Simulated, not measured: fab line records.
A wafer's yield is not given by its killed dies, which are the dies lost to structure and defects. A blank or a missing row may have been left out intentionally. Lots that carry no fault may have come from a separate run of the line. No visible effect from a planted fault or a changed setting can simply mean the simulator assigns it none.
Matching of chambers	flow nandHarc	NHARC_A_STAIRCASE_TRIM_229 on rieDiel-03: 4 sister chambers
The step chemistry O2, time 211.2 s. 18 wafers are shown with their chamber, then 9 later ones without.

WAFERS, EACH WITH ITS CHAMBER
wafer	chamber	showerheadPlenumPTorr (Torr)	oesProductAu (a.u.)	rfVppV (V)
L077.1	2	3.38	1.007	57.1
L077.2	1	3.28	0.992	58.7
L077.4	0	3.45	1.026	57.8
L078.2	0	3.45	1.020	57.7
L078.5	2	3.38	1.011	58.3
L078.6	1	3.27	0.990	58.7
L082.1	2	3.37	1.006	58.1
L082.4	0	3.44	1.042	56.6
L082.5	0	3.44	1.033	56.8
L083.1	3	3.70	1.008	58.2
L083.3	2	3.37	0.989	56.6
L083.5	0	3.44	1.027	58.4
L085.2	3	3.70	0.994	57.4
L085.3	1	3.81	1.004	56.7
L085.5	3	3.70	0.994	59.6
L086.2	1	3.81	1.019	59.0
L086.4	2	3.36	0.989	56.3
L086.5	1	3.81	1.018	58.9

SIGNATURES, as means of the wafers listed above
reading	chamber 0	chamber 1	chamber 2	chamber 3	scatter within a chamber
showerheadPlenumPTorr	3.4440	3.5960	3.3720	3.7000	0.157
oesProductAu	1.02960	1.00460	1.00040	0.99867	0.0107
rfVppV	57.460	58.400	57.280	58.400	0.909
Rule: distance of a wafer from a chamber = root of the sum over the readings of ((wafer's reading minus chamber's mean) / reading's scatter) squared. The wafer belongs to the nearest chamber; if the next one is less than 2 further off, it can't be placed. The scatter: the root of (the sum of the squares of (reading less its chamber's mean) over the shown wafers, divided by (wafers less chambers)).

WAFERS WITHOUT THEIR CHAMBER
wafer	showerheadPlenumPTorr (Torr)	oesProductAu (a.u.)	rfVppV (V)
L087.1	3.43	1.028	57.3
L087.2	3.36	0.984	56.6
L087.5	3.43	1.017	58.2
L090.1	3.35	0.992	58.1
L090.3	3.69	0.988	57.8
L090.5	3.69	0.994	57.8
L096.1	3.42	1.023	57.3
L096.4	3.68	1.008	58.9
L096.6	3.68	1.006	58.0

CHAMBER TAKEN BY EACH
wafer	from the rows above	in truth
L087.1	0	0
L087.2	can't be placed: 2 or 1 or 3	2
L087.5	can't be placed: 0 or 1 or 2 or 3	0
L090.1	can't be placed: 2 or 1 or 3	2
L090.3	can't be placed: 3 or 1 or 2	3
L090.5	can't be placed: 3 or 1 or 2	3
L096.1	can't be placed: 0 or 2 or 1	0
L096.4	can't be placed: 1 or 3 or 2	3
L096.6	can't be placed: 1 or 3 or 2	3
Correct placement for 1 of the 9. These rows do not allow placing 8 (true chamber among the candidates in 8). Placed wrongly: 0.
